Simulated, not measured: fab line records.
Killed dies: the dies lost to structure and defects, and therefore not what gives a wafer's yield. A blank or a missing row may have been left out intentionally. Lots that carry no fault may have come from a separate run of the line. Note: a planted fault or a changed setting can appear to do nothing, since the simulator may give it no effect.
fab line records ; flow nand_harc
record: lots: 12; wafers: 36; last_day: 34
route steps=1302 shown P_GATE@148 END@1302
lots untouched by any fault: they come from a run of this same line in which no faults occurred
start_h: start of the lot's first displayed wafer, in hours after the record's first day ; wait_h: hours since the lot's step before ; " identical to the entry in the row above ; L1.1+2: several wafers, shown together as one row ; - no value present, or no start provided ; * or withheld: withheld ; < > ~ a bound
route shown NAME@n: NAME is a module with steps in the file, n the number in the route of the first one ; usual: the fault-free wafers' mean and standard deviation ; same: alike in all rows ; chamber/n: place in a boat ; sites: readings site by site ; _std_site: standard deviation across them ; _edge_site: the outer-site mean with the inner-site mean subtracted ; radius_mm: how far each site lies from the wafer's centre ; mask NAME#n: copy n ; behind: the most recent tool/chamber to have shaped the wafer ; hold: reason for holding the lot/hours on hold/outcome of the hold ; device: the n, p or np transistor that did not switch ; end of line: tests run on the same wafers once the route is complete ; a step given without rows: its recipe and nothing more ; killed: dies lost to structure and defects at the first sort, not the wafer's yield ; map: shows each die of a wafer: x if killed, . if not, _ if none is there
set.NAME: the setting as run; set.NAME@STEP: as run at that earlier step ; model.NAME: the simulator's own value behind a step, which no gauge read
the route's steps for a sample of lots (tables are steps, rows are wafers)
services: when a tool's chamber went out of use (start_h, in hours from the record's first day, below 0 if earlier), for how many hours, and the reason
== steps ==
step: NHARC_P_GATE_ETCH_114
recipe: target_depth_a: 300; overetch_a: 30; time_s: 16.5; ion_energy_ev: 100; cf4_flow_sccm: 80; o2_flow_sccm: 20; ar_flow_sccm: 0; rf_w: 300; bias_w: 100; chemistry: CF4/O2
usual: drypump_motor_current_A: 5.8/0.53; oes_product_au: 1.000/0.011; rf_vpp_V: 198.2/1.4; showerhead_plenum_p_Torr: 1.36/0.053; throttle_valve_pct: 13.398/0.0095
lot.wafer;tool;chamber;start_h;wait_h;drypump_motor_current_A;oes_product_au;rf_hours_counter_h;rf_vpp_V;showerhead_plenum_p_Torr;throttle_valve_pct
L665.3;rie_diel-05;0;-;-;5.8;1.005;2.6;198.8;1.37;13.388
L665.2;rie_diel-05;3;-;-;6.2;0.998;2.5;198.5;1.28;13.397
L665.5;rie_diel-05;3;-;-;6.2;1.007;-;195.5;1.28;13.396
L668.4;rie_diel-12;1;-;-;5.0;1.003;2.9;198.0;1.36;13.393
L668.2;rie_diel-12;2;-;-;5.4;1.010;2.3;197.5;1.28;13.400
L668.1;rie_diel-12;0;-;-;6.3;1.001;3.0;198.6;1.41;13.404
L670.4;rie_diel-12;0;-;-;6.4;0.990;3.4;198.1;1.41;13.403
L670.2;rie_diel-12;2;-;-;5.4;1.018;2.7;196.1;1.28;13.394
L670.1;rie_diel-12;3;-;-;5.7;1.010;2.7;197.9;1.41;13.416
L671.2;rie_diel-07;1;-;-;4.9;0.982;2.2;199.5;1.41;13.397
L671.4;rie_diel-07;2;-;-;6.3;1.020;2.2;198.2;1.33;13.399
L671.1;rie_diel-07;3;-;-;6.6;0.987;1.9;196.0;1.31;13.388
L672.1;rie_diel-12;3;-;-;5.7;1.006;4.7;198.6;1.41;13.383
L672.5;rie_diel-12;1;-;-;4.9;1.002;-;197.9;1.36;13.394
L672.6;rie_diel-12;2;-;-;5.4;1.003;-;197.5;1.28;13.408
L675.3;rie_diel-07;0;-;-;6.4;1.016;5.5;196.5;1.30;13.391
L675.5;rie_diel-07;3;-;-;6.6;0.986;-;200.3;1.31;13.389
L675.4;rie_diel-07;2;-;-;6.2;1.017;-;197.5;1.33;13.388
L676.1;rie_diel-07;3;-;-;6.6;0.980;4.3;197.1;1.31;13.398
L676.5;rie_diel-07;0;-;-;6.3;1.005;-;198.2;1.30;13.384
L676.6;rie_diel-07;1;-;-;4.9;1.000;-;197.0;1.41;13.392
L678.1;rie_diel-05;1;-;-;5.3;0.996;0.1;199.8;1.41;13.407
L678.4;rie_diel-05;2;-;-;5.5;0.985;0.0;197.8;1.41;13.388
L678.6;rie_diel-05;1;-;-;5.3;0.995;-;199.7;1.41;13.395
L679.2;rie_diel-07;2;-;-;6.3;1.014;5.7;196.3;1.33;13.386
L679.3;rie_diel-07;0;-;-;6.3;0.999;7.4;197.1;1.30;13.415
L679.6;rie_diel-07;2;-;-;6.2;1.019;-;197.9;1.33;13.406
L685.3;rie_diel-12;3;-;-;5.7;1.014;1.8;199.9;1.41;13.394
L685.4;rie_diel-12;0;-;-;6.4;1.003;1.3;199.4;1.41;13.391
L685.6;rie_diel-12;0;-;-;6.4;1.004;-;198.9;1.41;13.401
L686.1;rie_diel-05;0;-;-;5.8;0.998;5.6;197.9;1.37;13.394
L686.3;rie_diel-05;2;-;-;5.5;0.995;5.5;199.3;1.41;13.384
L686.6;rie_diel-05;3;-;-;6.1;0.995;-;195.7;1.28;13.405
L687.2;rie_diel-05;1;-;-;5.3;1.009;7.6;198.6;1.40;13.400
L687.1;rie_diel-05;0;-;-;5.8;0.983;6.2;198.7;1.37;13.404
L687.5;rie_diel-05;1;-;-;5.3;1.011;-;200.2;1.40;13.397
step: NHARC_P_GATE_ALD_36
recipe: target_thk_a: 200; pulse_time_s: 60; ald_cycles: 223; temp_c: 400; material: SiNx
usual: heater_power_w: 759/67; precursor_pulse_height_rel: 0.998/0.02
lot.wafer;tool;chamber;start_h;wait_h;heater_power_w;precursor_pulse_height_rel
L665.3;ald_sin-03;3;115.18;-;859;0.997
L665.2;ald_sin-03;0;116.22;-;851;0.987
L665.5;ald_sin-03;1;117.26;-;718;1.032
L668.1;ald_sin-03;1;138.18;-;703;0.987
L668.4;ald_sin-03;2;139.26;-;715;0.991
L668.2;ald_sin-03;0;141.41;-;856;0.968
L670.1;ald_sin-04;2;155.10;-;776;1.021
L670.4;ald_sin-04;0;157.22;-;718;0.998
L670.2;ald_sin-04;1;158.28;-;708;1.019
L671.2;ald_sin-01;0;174.35;-;787;0.967
L671.1;ald_sin-01;1;175.78;-;774;0.967
L671.4;ald_sin-01;0;178.63;-;817;0.995
L672.1;ald_sin-03;2;185.59;-;705;0.974
L672.5;ald_sin-03;1;188.79;-;695;1.037
L672.6;ald_sin-03;2;189.85;-;709;0.971
L675.3;ald_sin-03;0;206.33;-;908;0.994
L675.4;ald_sin-03;2;208.45;-;706;0.968
L675.5;ald_sin-03;0;210.57;-;913;0.999
L676.1;ald_sin-04;1;218.68;-;722;0.996
L676.6;ald_sin-04;2;219.74;-;783;0.979
L676.5;ald_sin-04;3;220.79;-;698;0.986
L678.1;ald_sin-03;2;244.63;-;727;0.971
L678.4;ald_sin-03;3;245.69;-;869;1.027
L678.6;ald_sin-03;0;246.75;-;869;1.001
L679.2;ald_sin-04;0;244.94;-;749;0.973
L679.3;ald_sin-04;1;246.00;-;737;0.968
L679.6;ald_sin-04;3;248.11;-;699;1.005
L685.4;ald_sin-01;1;311.33;-;743;1.027
L685.3;ald_sin-01;2;312.37;-;705;0.975
L685.6;ald_sin-01;1;315.47;-;735;0.984
L686.3;ald_sin-03;0;317.69;-;895;0.989
L686.1;ald_sin-03;1;318.78;-;724;0.994
L686.6;ald_sin-03;3;320.95;-;867;0.976
L687.2;ald_sin-04;0;325.78;-;779;0.980
L687.1;ald_sin-04;1;326.85;-;708;0.987
L687.5;ald_sin-04;3;328.99;-;681;1.010
step: NHARC_P_GATE_STRIP_111
recipe: power_w: 1500; temp_c: 110; time_s: 250; chemistry: N2/H2
usual: drypump_motor_current_A: 5.5/0.54; heater_power_w: 91/7.3
lot.wafer;tool;chamber;start_h;wait_h;drypump_motor_current_A;heater_power_w;rf_hours_counter_h
L665.2;plasma_asher-02;0;123.94;0.2;6.1;90;7
L665.3;plasma_asher-02;1;123.94;0.2;5.5;87;-
L665.5;plasma_asher-02;0;123.94;0.2;6.1;91;-
L668.1;plasma_asher-02;1;149.24;0.2;5.5;85;12
L668.2;plasma_asher-02;0;149.24;0.2;6.1;92;12
L668.4;plasma_asher-02;0;149.24;0.2;6.1;91;-
L670.1;plasma_asher-02;1;166.45;0.5;5.5;90;15
L670.2;plasma_asher-02;0;166.45;0.5;6.1;91;15
L670.4;plasma_asher-02;0;166.45;0.5;6.1;94;-
L671.2;plasma_asher-02;1;187.63;0.2;5.5;86;21
L671.1;plasma_asher-02;0;187.63;0.2;6.1;90;21
L671.4;plasma_asher-02;0;187.63;0.2;6.1;92;-
L672.1;plasma_asher-01;1;195.77;0.3;4.7;102;4
L672.5;plasma_asher-01;1;195.77;0.3;4.7;101;-
L672.6;plasma_asher-01;0;195.77;0.3;5.8;88;-
L675.3;plasma_asher-01;0;217.52;0.2;5.8;88;-
L675.4;plasma_asher-01;1;217.52;0.2;4.7;104;-
L675.5;plasma_asher-01;1;217.52;0.2;4.7;104;-
L676.1;plasma_asher-01;1;226.57;0.2;4.7;102;11
L676.5;plasma_asher-01;1;226.57;0.2;4.7;102;-
L676.6;plasma_asher-01;0;226.57;0.2;5.8;89;-
L678.1;plasma_asher-01;0;253.64;0.2;5.8;88;16
L678.4;plasma_asher-01;1;253.64;0.2;4.7;104;-
L678.6;plasma_asher-01;0;253.64;0.2;5.8;90;-
L679.2;plasma_asher-01;1;254.01;0.2;4.7;103;16
L679.3;plasma_asher-01;1;254.01;0.2;4.8;103;-
L679.6;plasma_asher-01;0;254.01;0.2;5.8;90;-
L685.3;plasma_asher-01;0;322.26;0.2;5.8;88;-
L685.4;plasma_asher-01;1;322.26;0.2;4.7;104;-
L685.6;plasma_asher-01;0;322.26;0.2;5.8;88;-
L686.1;plasma_asher-02;0;327.70;0.2;6.2;87;15
L686.3;plasma_asher-02;1;327.70;0.2;5.5;83;-
L686.6;plasma_asher-02;0;327.70;0.2;6.1;85;-
L687.1;plasma_asher-02;1;335.84;0.2;5.5;82;16
L687.2;plasma_asher-02;0;335.84;0.2;6.1;85;16
L687.5;plasma_asher-02;1;335.84;0.2;5.5;81;-
step: NHARC_P_GATE_EXPOSE_56
recipe: na: 0.6; target_cd_nm: 720; dose_mj: 14.81; mask_id: P_PSD
lot.wafer;tool;chamber;start_h;wait_h;mask
L665.2+3+5;krf_scanner-01;0;125.01;-;P_PSD#0
L668.1+2+4;krf_scanner-01;0;150.30;-;P_PSD#0
L670.1+2+4;krf_scanner-02;0;167.39;-;P_PSD#0
L671.1+2+4;krf_scanner-01;0;188.70;-;P_PSD#0
L672.1+5+6;krf_scanner-03;0;196.84;-;P_PSD#0
L675.3+4+5;krf_scanner-02;0;218.50;-;P_PSD#0
L676.1+5+6;krf_scanner-01;0;227.64;-;P_PSD_R1#0
L678.1+4+6;krf_scanner-01;0;254.53;-;P_PSD#0
L679.2+3+6;krf_scanner-01;0;254.91;-;P_PSD#0
L685.3+4+6;krf_scanner-02;0;323.23;-;P_PSD#0
L686.1+3+6;krf_scanner-01;0;328.77;-;P_PSD#0
L687.1+2+5;krf_scanner-03;0;336.92;-;P_PSD#0
step: NHARC_P_GATE_CD_MEAS_59
recipe: target_cd_nm: 720; landing_energy_ev: 500
usual: cd_nm: 719.7/2
lot.wafer;tool;chamber;start_h;wait_h;cd_nm
L665.2;cd_sem-01;0;125.16;-;720.4
L665.3;cd_sem-01;0;125.16;-;718.4
L665.5;cd_sem-01;0;125.16;-;719.8
L668.1;cd_sem-03;0;150.46;-;720.6
L668.2;cd_sem-03;0;150.46;-;720.8
L668.4;cd_sem-03;0;150.46;-;720.3
L670.1;cd_sem-02;0;167.55;-;720.5
L670.2;cd_sem-02;0;167.55;-;716.7
L670.4;cd_sem-02;0;167.55;-;719.8
L671.1;cd_sem-02;0;188.86;-;719.6
L671.2;cd_sem-02;0;188.86;-;720.1
L671.4;cd_sem-02;0;188.86;-;723.5
L672.1;cd_sem-03;0;197.00;-;718.3
L672.5;cd_sem-03;0;197.00;-;718.6
L672.6;cd_sem-03;0;197.00;-;719.0
L675.3;cd_sem-02;0;218.65;-;719.5
L675.4;cd_sem-02;0;218.65;-;719.2
L675.5;cd_sem-02;0;218.65;-;717.7
L676.1;cd_sem-01;0;227.79;-;815.7
L676.5;cd_sem-01;0;227.79;-;814.0
L676.6;cd_sem-01;0;227.79;-;810.2
L678.1;cd_sem-03;0;254.69;-;720.7
L678.4;cd_sem-03;0;254.69;-;718.7
L678.6;cd_sem-03;0;254.69;-;721.5
L679.2;cd_sem-02;0;255.06;-;721.0
L679.3;cd_sem-02;0;255.06;-;714.6
L679.6;cd_sem-02;0;255.06;-;721.5
L685.3;cd_sem-03;0;323.38;-;715.8
L685.4;cd_sem-03;0;323.38;-;719.4
L685.6;cd_sem-03;0;323.38;-;718.3
L686.1;cd_sem-03;0;328.92;-;718.3
L686.3;cd_sem-03;0;328.92;-;720.0
L686.6;cd_sem-03;0;328.92;-;718.6
L687.1;cd_sem-01;0;337.07;-;719.6
L687.2;cd_sem-01;0;337.07;-;723.2
L687.5;cd_sem-01;0;337.07;-;722.3
step: NHARC_END_SORT_01
recipe: temp_c: 25
usual: killed_at_array: 41/10; killed_at_other: 0.8/0.91; killed_at_periphery: 4.2/2.9; killed_dies: 46/10; killed_open: 3.5/2.1; killed_short: 2.5/1.6
same: gross_dies: 677
lot.wafer;tool;chamber;start_h;wait_h;killed_at_array;killed_at_other;killed_at_periphery;killed_dies;killed_open;killed_short
L676.1;prober-02;0;672.86;2.5;32;3;36;71;0;2
L676.5;prober-02;0;676.03;3.7;38;2;51;91;2;4
L676.6;prober-02;0;676.82;4.0;38;0;39;77;4;0
killed by level:class
L676.1 P_GATE:area_expose=35 A_CHANNEL_HOLE_D1:chamber_film_flake=19 A_CHANNEL_HOLE_D2:chamber_film_flake=8 THIN_TSV:chamber_film_flake=3 A_CHANNEL_FILL_D1:geometric_particle:short=1 A_ONON_D2:geometric_particle:short=1 P_BONDPAD:chamber_film_flake=1 A_CHANNEL_HOLE_D1:unspecified=1
L676.5 P_GATE:area_expose=48 A_CHANNEL_HOLE_D1:chamber_film_flake=17 A_CHANNEL_HOLE_D2:chamber_film_flake=11 A_WL_FILL:geometric_particle:short=2 P_ZERO_WELL:chamber_film_flake=2 A_WL_FILL:chamber_film_flake=2 THIN_TSV:chamber_film_flake=2 A_ONON_D1:geometric_particle:open=1
L676.6 P_GATE:area_expose=37 A_CHANNEL_HOLE_D1:chamber_film_flake=21 A_CHANNEL_HOLE_D2:chamber_film_flake=9 A_CHANNEL_HOLE_D1:unspecified=2 A_WL_FILL:chamber_film_flake=2 P_GATE:geometric_particle:open=1 A_SGD_CUT:geometric_particle:open=1 A_M0:geometric_particle:open=1
== services ==
tool;chamber;start_h;hours;kind
rie_diel-12;-;91.68;9.0;pm
rie_diel-05;1;95.66;18.7;repair
plasma_asher-01;-;97.98;0.5;repair
krf_scanner-01;-;99.12;0.2;repair
rie_diel-07;0;115.27;13.6;repair
rie_diel-07;-;117.20;9.0;pm
rie_diel-05;1;129.49;2.8;repair
rie_diel-07;3;130.02;8.9;repair
rie_diel-12;3;137.92;6.4;repair
krf_scanner-01;-;140.02;4.0;pm
plasma_asher-01;-;165.00;9.0;pm
ald_sin-03;-;172.42;10.0;pm
rie_diel-12;3;180.21;3.2;repair
rie_diel-05;0;180.73;5.1;repair
rie_diel-07;-;184.74;0.2;repair
rie_diel-07;1;195.37;10.8;repair
rie_diel-07;-;219.17;0.3;repair
ald_sin-04;-;225.13;0.3;repair
rie_diel-05;-;229.60;9.0;pm
rie_diel-07;1;234.92;8.7;repair
rie_diel-12;3;248.83;7.0;repair
plasma_asher-02;-;249.00;9.0;pm
ald_sin-04;-;254.00;10.0;pm
krf_scanner-01;-;312.02;4.0;pm
== key ==
first_sign: step: NHARC_P_GATE_EXPOSE_56; reading: mask; direction: changed
effect: step: NHARC_P_GATE_CD_MEAS_59; reading: cd_nm; direction: up; sigmas: 47; usual: 719.7; struck: 813.3
effect: step: NHARC_END_SORT_01; reading: killed_at_periphery; direction: up; sigmas: 13; usual: 4.2; struck: 42
more_kills_born_at: NHARC_P_GATE_EXPOSE_56@krf_scanner-01: 120
met_at NHARC_P_GATE_EXPOSE_56
struck_lots L676
tester_left_out L676
not_acting_at NHARC_P_GATE_ETCH_114,NHARC_P_GATE_ALD_36,NHARC_P_GATE_STRIP_111
onset_between 188.70 227.64
fault: kind: wrong_mask; tool: any; chamber: -; onset_h: 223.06; steps: NHARC_P_GATE_EXPOSE_56; aux_copy: P_PSD_R1#0; cd_offset_nm: 91.085; scope: struck_lots_only
tester_left_out: of these lots the tester's yield and bins aren't shown, on N5 and GAA mostly nor the transistor test; their killed dies are dies lost to structure and defects alone, not to doping, threshold or leakage, so they don't give the yield
